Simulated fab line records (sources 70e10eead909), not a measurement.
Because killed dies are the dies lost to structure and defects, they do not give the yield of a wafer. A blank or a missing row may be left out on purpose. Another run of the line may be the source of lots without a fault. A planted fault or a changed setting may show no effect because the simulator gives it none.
fab line records || flow nand_harc
[record] {"lots": 5, "wafers": 15, "last_day": 23}
route steps=1159 shown A_M0@1023 A_M1@1026
lots that met no fault: from a run of the same line without faults
start_h: start of the lot's first displayed wafer, in hours after the record's first day || wait_h: hours from the lot's prior step to this one || " as in the row above || L1.1+2: one row covering several wafers at once || - either no value or no given start || * or withheld: withheld || < > ~ a bound
route shown NAME@n: names a module that has steps shown in the file, with the first one's number in the route || usual: average and standard deviation across the fault-free wafers || same: alike in all rows || chamber/n: place in a boat || sites: each site's reading || _std_site: standard deviation across them || _edge_site: the outer-site mean with the inner-site mean subtracted || radius_mm: for every site, how far away it sits from the centre of the wafer || mask NAME#n: copy n || behind: the tool/chamber that last shaped the wafer || hold: what put the lot on hold/how long, in hours/how the hold closed || device: names the non-switching transistor (n, p or np) || end of line: the route-end tests of the same wafers || step lacking rows: just its recipe || killed: count of dies lost to structure and defects at first sort (not the wafer's yield) || map: a wafer's dies, marking killed ones x, the rest . and places with no die _
set.NAME: setting as actually run; set.NAME@STEP: the setting as run at that earlier step || model.NAME: the simulator's own value behind a step, which no gauge read
lots at selected steps of the route; one table per step, one row per wafer
services: when a tool's chamber went out of use (start_h, in hours from the record's first day, below 0 if earlier), for how many hours, and the reason
[[steps]]
[step NHARC_A_M0_INSPECT_27]
[usual] {"raw_defect_count": "428/94"}
{"lot.wafer": "L449.1", "tool": "defect_inspect-02", "chamber": "-", "start_h": 412.75, "wait_h": 0.0, "raw_defect_count": 516}
{"lot.wafer": "L449.2", "tool": "defect_inspect-02", "chamber": "-", "start_h": 412.75, "wait_h": 0.0, "raw_defect_count": 730}
{"lot.wafer": "L449.5", "tool": "defect_inspect-02", "chamber": "-", "start_h": 412.75, "wait_h": 0.0, "raw_defect_count": 408}
{"lot.wafer": "L454.2", "tool": "defect_inspect-02", "chamber": "-", "start_h": 437.58, "wait_h": 0.0, "raw_defect_count": 467}
{"lot.wafer": "L454.4", "tool": "defect_inspect-02", "chamber": "-", "start_h": 437.58, "wait_h": 0.0, "raw_defect_count": 494}
{"lot.wafer": "L454.5", "tool": "defect_inspect-02", "chamber": "-", "start_h": 437.58, "wait_h": 0.0, "raw_defect_count": 485}
{"lot.wafer": "L458.3", "tool": "defect_inspect-01", "chamber": "-", "start_h": 461.59, "wait_h": 0.0, "raw_defect_count": 374}
{"lot.wafer": "L458.4", "tool": "defect_inspect-01", "chamber": "-", "start_h": 461.59, "wait_h": 0.0, "raw_defect_count": 420}
{"lot.wafer": "L458.6", "tool": "defect_inspect-01", "chamber": "-", "start_h": 461.59, "wait_h": 0.0, "raw_defect_count": 348}
{"lot.wafer": "L463.2", "tool": "defect_inspect-01", "chamber": "-", "start_h": 496.57, "wait_h": 0.0, "raw_defect_count": 536}
{"lot.wafer": "L463.3", "tool": "defect_inspect-01", "chamber": "-", "start_h": 496.57, "wait_h": 0.0, "raw_defect_count": 343}
{"lot.wafer": "L463.4", "tool": "defect_inspect-01", "chamber": "-", "start_h": 496.57, "wait_h": 0.0, "raw_defect_count": 318}
{"lot.wafer": "L466.1", "tool": "defect_inspect-02", "chamber": "-", "start_h": 517.96, "wait_h": 0.0, "raw_defect_count": 402}
{"lot.wafer": "L466.2", "tool": "defect_inspect-02", "chamber": "-", "start_h": 517.96, "wait_h": 0.0, "raw_defect_count": 418}
{"lot.wafer": "L466.3", "tool": "defect_inspect-02", "chamber": "-", "start_h": 517.96, "wait_h": 0.0, "raw_defect_count": 353}
[step NHARC_A_M0_PRE_CLEAN_31]
[recipe] {"time_s": 12, "temp_c": 370, "rf_power_w": 300, "gas": "NH3"}
[usual] {"heater_power_w": "641/69"}
{"lot.wafer": "L449.1", "tool": "pecvd-03", "chamber": 1, "start_h": 412.83, "wait_h": 0.1, "heater_power_w": 504, "since_wet_clean_h": 108}
{"lot.wafer": "L449.2", "tool": "pecvd-03", "chamber": 2, "start_h": 412.83, "wait_h": 0.1, "heater_power_w": 652, "since_wet_clean_h": 108}
{"lot.wafer": "L449.5", "tool": "pecvd-03", "chamber": 1, "start_h": 412.83, "wait_h": 0.1, "heater_power_w": 493, "since_wet_clean_h": "-"}
{"lot.wafer": "L454.2", "tool": "pecvd-03", "chamber": 2, "start_h": 437.66, "wait_h": 0.1, "heater_power_w": 660, "since_wet_clean_h": 133}
{"lot.wafer": "L454.4", "tool": "pecvd-03", "chamber": 2, "start_h": 437.66, "wait_h": 0.1, "heater_power_w": 661, "since_wet_clean_h": "-"}
{"lot.wafer": "L454.5", "tool": "pecvd-03", "chamber": 0, "start_h": 437.66, "wait_h": 0.1, "heater_power_w": 721, "since_wet_clean_h": "-"}
{"lot.wafer": "L458.3", "tool": "pecvd-03", "chamber": 0, "start_h": 461.66, "wait_h": 0.1, "heater_power_w": 646, "since_wet_clean_h": 157}
{"lot.wafer": "L458.6", "tool": "pecvd-03", "chamber": 1, "start_h": 461.66, "wait_h": 0.1, "heater_power_w": 533, "since_wet_clean_h": "-"}
{"lot.wafer": "L458.4", "tool": "pecvd-03", "chamber": 2, "start_h": 461.66, "wait_h": 0.1, "heater_power_w": 694, "since_wet_clean_h": "-"}
{"lot.wafer": "L463.3", "tool": "pecvd-01", "chamber": 1, "start_h": 496.65, "wait_h": 0.1, "heater_power_w": 552, "since_wet_clean_h": 65}
{"lot.wafer": "L463.2", "tool": "pecvd-01", "chamber": 2, "start_h": 496.65, "wait_h": 0.1, "heater_power_w": 653, "since_wet_clean_h": 65}
{"lot.wafer": "L463.4", "tool": "pecvd-01", "chamber": 1, "start_h": 496.65, "wait_h": 0.1, "heater_power_w": 528, "since_wet_clean_h": "-"}
{"lot.wafer": "L466.2", "tool": "pecvd-03", "chamber": 2, "start_h": 518.05, "wait_h": 0.1, "heater_power_w": 573, "since_wet_clean_h": 32}
{"lot.wafer": "L466.3", "tool": "pecvd-03", "chamber": 0, "start_h": 518.05, "wait_h": 0.1, "heater_power_w": 709, "since_wet_clean_h": 32}
{"lot.wafer": "L466.1", "tool": "pecvd-03", "chamber": 1, "start_h": 518.05, "wait_h": 0.1, "heater_power_w": 514, "since_wet_clean_h": 32}
[step NHARC_A_M0_DEP_32]
[recipe] {"target_thk_a": 300, "temp_c": 370, "target_thk_nm": 30, "pressure_torr": 3, "flow_sccm": 200, "rf_w": 450, "material": "SiCN"}
[usual] {"heater_power_w": "594/71"}
{"lot.wafer": "L449.1", "tool": "pecvd-03", "chamber": 1, "start_h": 412.94, "wait_h": 0.1, "heater_power_w": 527, "since_wet_clean_h": 108}
{"lot.wafer": "L449.2", "tool": "pecvd-03", "chamber": 2, "start_h": 412.94, "wait_h": 0.1, "heater_power_w": 594, "since_wet_clean_h": 108}
{"lot.wafer": "L449.5", "tool": "pecvd-03", "chamber": 1, "start_h": 412.94, "wait_h": 0.1, "heater_power_w": 522, "since_wet_clean_h": "-"}
{"lot.wafer": "L454.2", "tool": "pecvd-03", "chamber": 2, "start_h": 437.77, "wait_h": 0.1, "heater_power_w": 584, "since_wet_clean_h": 133}
{"lot.wafer": "L454.4", "tool": "pecvd-03", "chamber": 2, "start_h": 437.77, "wait_h": 0.1, "heater_power_w": 576, "since_wet_clean_h": "-"}
{"lot.wafer": "L454.5", "tool": "pecvd-03", "chamber": 0, "start_h": 437.77, "wait_h": 0.1, "heater_power_w": 609, "since_wet_clean_h": "-"}
{"lot.wafer": "L458.3", "tool": "pecvd-03", "chamber": 0, "start_h": 461.74, "wait_h": 0.1, "heater_power_w": 640, "since_wet_clean_h": 157}
{"lot.wafer": "L458.6", "tool": "pecvd-03", "chamber": 1, "start_h": 461.74, "wait_h": 0.1, "heater_power_w": 515, "since_wet_clean_h": "-"}
{"lot.wafer": "L458.4", "tool": "pecvd-03", "chamber": 2, "start_h": 461.74, "wait_h": 0.1, "heater_power_w": 664, "since_wet_clean_h": "-"}
{"lot.wafer": "L463.3", "tool": "pecvd-01", "chamber": 1, "start_h": 496.76, "wait_h": 0.1, "heater_power_w": 431, "since_wet_clean_h": 65}
{"lot.wafer": "L463.2", "tool": "pecvd-01", "chamber": 2, "start_h": 496.76, "wait_h": 0.1, "heater_power_w": 646, "since_wet_clean_h": 65}
{"lot.wafer": "L463.4", "tool": "pecvd-01", "chamber": 1, "start_h": 496.76, "wait_h": 0.1, "heater_power_w": 429, "since_wet_clean_h": "-"}
{"lot.wafer": "L466.2", "tool": "pecvd-03", "chamber": 2, "start_h": 518.12, "wait_h": 0.1, "heater_power_w": 590, "since_wet_clean_h": 32}
{"lot.wafer": "L466.3", "tool": "pecvd-03", "chamber": 0, "start_h": 518.12, "wait_h": 0.1, "heater_power_w": 684, "since_wet_clean_h": 32}
{"lot.wafer": "L466.1", "tool": "pecvd-03", "chamber": 1, "start_h": 518.12, "wait_h": 0.1, "heater_power_w": 441, "since_wet_clean_h": 32}
[step NHARC_A_M1_DEP_00]
[recipe] {"target_thk_a": 1825, "target_thk_nm": 182.5, "temp_c": "withheld", "pressure_torr": 5, "flow_sccm": 200, "rf_w": 600, "material": "SiOC"}
[step NHARC_A_M1_DEHYDRATE_01]
[recipe] {"temp_c": 150, "time_s": 120}
[step NHARC_A_M1_HMDS_02]
[recipe] {"time_s": 30}
[step NHARC_A_M1_COAT_34]
[recipe] {"temp_c": 200, "time_s": 65}
[step NHARC_A_M1_COAT_03]
[recipe] {"spin_rpm": 1500, "resist_thk_nm": 90}
[step NHARC_A_M1_SOFTBAKE_04]
[recipe] {"temp_c": 105, "time_s": 55}
[step NHARC_A_M1_EBR_05]
[step NHARC_A_M1_EXPOSE_06]
[recipe] {"na": 1.35, "target_cd_nm": 120, "dose_mj": 75.13, "mask_id": "A_M1"}
[step NHARC_A_M1_PEB_07]
[recipe] {"peb_temp_c": 100, "peb_time_s": 65}
[step NHARC_A_M1_DEVELOP_08]
[recipe] {"develop_time_s": 35, "dev_temp_c": 23}
[usual] {"chill_plate_temp_C": "23.00/0.12", "develop_time_s": "35/0"}
{"lot.wafer": "L449.1", "tool": "litho_track-04", "chamber": 0, "start_h": 413, "wait_h": "-", "chill_plate_temp_C": 23.28, "develop_time_s": 35}
{"lot.wafer": "L449.2", "tool": "litho_track-04", "chamber": 0, "start_h": 413, "wait_h": "-", "chill_plate_temp_C": 23.19, "develop_time_s": 35}
{"lot.wafer": "L449.5", "tool": "litho_track-04", "chamber": 0, "start_h": 413, "wait_h": "-", "chill_plate_temp_C": 23.22, "develop_time_s": 35}
{"lot.wafer": "L454.2", "tool": "litho_track-06", "chamber": 0, "start_h": 438, "wait_h": "-", "chill_plate_temp_C": 23.08, "develop_time_s": 35}
{"lot.wafer": "L454.4", "tool": "litho_track-06", "chamber": 0, "start_h": 438, "wait_h": "-", "chill_plate_temp_C": 22.96, "develop_time_s": 35}
{"lot.wafer": "L454.5", "tool": "litho_track-06", "chamber": 0, "start_h": 438, "wait_h": "-", "chill_plate_temp_C": 22.98, "develop_time_s": 35}
{"lot.wafer": "L458.3", "tool": "litho_track-04", "chamber": "-", "start_h": 462, "wait_h": "-", "chill_plate_temp_C": "-", "develop_time_s": "-"}
{"lot.wafer": "L458.4", "tool": "litho_track-04", "chamber": "-", "start_h": 462, "wait_h": "-", "chill_plate_temp_C": "-", "develop_time_s": "-"}
{"lot.wafer": "L458.6", "tool": "litho_track-04", "chamber": "-", "start_h": 462, "wait_h": "-", "chill_plate_temp_C": "-", "develop_time_s": "-"}
{"lot.wafer": "L463.2", "tool": "litho_track-01", "chamber": 0, "start_h": 497, "wait_h": "-", "chill_plate_temp_C": 23.11, "develop_time_s": 35}
{"lot.wafer": "L463.3", "tool": "litho_track-01", "chamber": 0, "start_h": 497, "wait_h": "-", "chill_plate_temp_C": 23.22, "develop_time_s": 35}
{"lot.wafer": "L463.4", "tool": "litho_track-01", "chamber": 0, "start_h": 497, "wait_h": "-", "chill_plate_temp_C": 23.18, "develop_time_s": 35}
{"lot.wafer": "L466.1", "tool": "litho_track-01", "chamber": 0, "start_h": 519, "wait_h": "-", "chill_plate_temp_C": 22.86, "develop_time_s": 35}
{"lot.wafer": "L466.2", "tool": "litho_track-01", "chamber": 0, "start_h": 519, "wait_h": "-", "chill_plate_temp_C": 22.85, "develop_time_s": 35}
{"lot.wafer": "L466.3", "tool": "litho_track-01", "chamber": 0, "start_h": 519, "wait_h": "-", "chill_plate_temp_C": 23.03, "develop_time_s": 35}
[step NHARC_A_M1_CD_MEAS_09]
[recipe] {"target_cd_nm": 120, "landing_energy_ev": 500}
[usual] {"cd_nm": "120.1/0.65"}
{"lot.wafer": "L449.1", "tool": "cd_sem-01", "chamber": 0, "start_h": 414.07, "wait_h": "-", "cd_nm": 120.0}
{"lot.wafer": "L449.2", "tool": "cd_sem-01", "chamber": 0, "start_h": 414.07, "wait_h": "-", "cd_nm": 120.7}
{"lot.wafer": "L449.5", "tool": "cd_sem-01", "chamber": 0, "start_h": 414.07, "wait_h": "-", "cd_nm": 119.5}
{"lot.wafer": "L454.2", "tool": "cd_sem-02", "chamber": 0, "start_h": 439.00, "wait_h": "-", "cd_nm": 119.9}
{"lot.wafer": "L454.4", "tool": "cd_sem-02", "chamber": 0, "start_h": 439.00, "wait_h": "-", "cd_nm": 119.2}
{"lot.wafer": "L454.5", "tool": "cd_sem-02", "chamber": 0, "start_h": 439.00, "wait_h": "-", "cd_nm": 119.9}
{"lot.wafer": "L458.3", "tool": "cd_sem-01", "chamber": 0, "start_h": 462.86, "wait_h": "-", "cd_nm": "-"}
{"lot.wafer": "L458.4", "tool": "cd_sem-01", "chamber": 0, "start_h": 462.86, "wait_h": "-", "cd_nm": "-"}
{"lot.wafer": "L458.6", "tool": "cd_sem-01", "chamber": 0, "start_h": 462.86, "wait_h": "-", "cd_nm": "-"}
{"lot.wafer": "L463.2", "tool": "cd_sem-03", "chamber": 0, "start_h": 497.97, "wait_h": "-", "cd_nm": 120.0}
{"lot.wafer": "L463.3", "tool": "cd_sem-03", "chamber": 0, "start_h": 497.97, "wait_h": "-", "cd_nm": 119.6}
{"lot.wafer": "L463.4", "tool": "cd_sem-03", "chamber": 0, "start_h": 497.97, "wait_h": "-", "cd_nm": 119.2}
{"lot.wafer": "L466.1", "tool": "cd_sem-01", "chamber": 0, "start_h": 519.59, "wait_h": "-", "cd_nm": 120.5}
{"lot.wafer": "L466.2", "tool": "cd_sem-01", "chamber": 0, "start_h": 519.59, "wait_h": "-", "cd_nm": 118.7}
{"lot.wafer": "L466.3", "tool": "cd_sem-01", "chamber": 0, "start_h": 519.59, "wait_h": "-", "cd_nm": 120.3}
[[services]]
{"tool": "litho_track-01", "chamber": "-", "start_h": 417.20, "hours": "-", "kind": "consumable_replace:filter"}
{"tool": "pecvd-01", "chamber": "-", "start_h": 418.40, "hours": 13.0, "kind": "pm"}
{"tool": "pecvd-01", "chamber": 0, "start_h": 418.40, "hours": 13.0, "kind": "vent_cycle"}
{"tool": "pecvd-01", "chamber": 1, "start_h": 418.40, "hours": 13.0, "kind": "vent_cycle"}
{"tool": "pecvd-01", "chamber": 2, "start_h": 418.40, "hours": 13.0, "kind": "vent_cycle"}
{"tool": "pecvd-01", "chamber": 0, "start_h": 431.40, "hours": "-", "kind": "clean"}
{"tool": "pecvd-01", "chamber": 1, "start_h": 431.40, "hours": "-", "kind": "clean"}
{"tool": "pecvd-01", "chamber": 2, "start_h": 431.40, "hours": "-", "kind": "clean"}
{"tool": "litho_track-01", "chamber": "-", "start_h": 443.00, "hours": 7.0, "kind": "pm"}
{"tool": "litho_track-06", "chamber": "-", "start_h": 467.00, "hours": 7.0, "kind": "pm"}
{"tool": "pecvd-03", "chamber": "-", "start_h": 473.23, "hours": 13.0, "kind": "pm"}
{"tool": "pecvd-03", "chamber": 0, "start_h": 473.23, "hours": 13.0, "kind": "vent_cycle"}
{"tool": "pecvd-03", "chamber": 1, "start_h": 473.23, "hours": 13.0, "kind": "vent_cycle"}
{"tool": "pecvd-03", "chamber": 2, "start_h": 473.23, "hours": 13.0, "kind": "vent_cycle"}
{"tool": "pecvd-03", "chamber": 0, "start_h": 486.23, "hours": "-", "kind": "clean"}
{"tool": "pecvd-03", "chamber": 1, "start_h": 486.23, "hours": "-", "kind": "clean"}
{"tool": "pecvd-03", "chamber": 2, "start_h": 486.23, "hours": "-", "kind": "clean"}
{"tool": "litho_track-04", "chamber": "-", "start_h": 491.00, "hours": 7.0, "kind": "pm"}
[[key]]
[first_sign] {"step": "NHARC_A_M1_DEVELOP_08", "reading": "tool_record", "direction": "missing"}
effect none on later readings
met_at NHARC_A_M1_DEVELOP_08
struck_wafers L458.3,L458.4,L458.6
later_rows_left_out L458.3,L458.4,L458.6
sort_left_out L458.3,L458.4,L458.6
onset_between 413 462
[fault] {"kind": "skipped_step_whole", "tool": "litho_track-04", "chamber": "-", "onset_h": 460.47, "steps": "NHARC_A_M1_DEVELOP_08", "scope": "struck_lots_only"}
// sort_left_out: the simulated sort isn't trusted on such a fault, so these wafers' sort isn't shown, and their yield isn't known
// later_rows_left_out: the simulator's readings of these wafers behind a module that went badly wrong aren't trusted and aren't shown, but for the sort
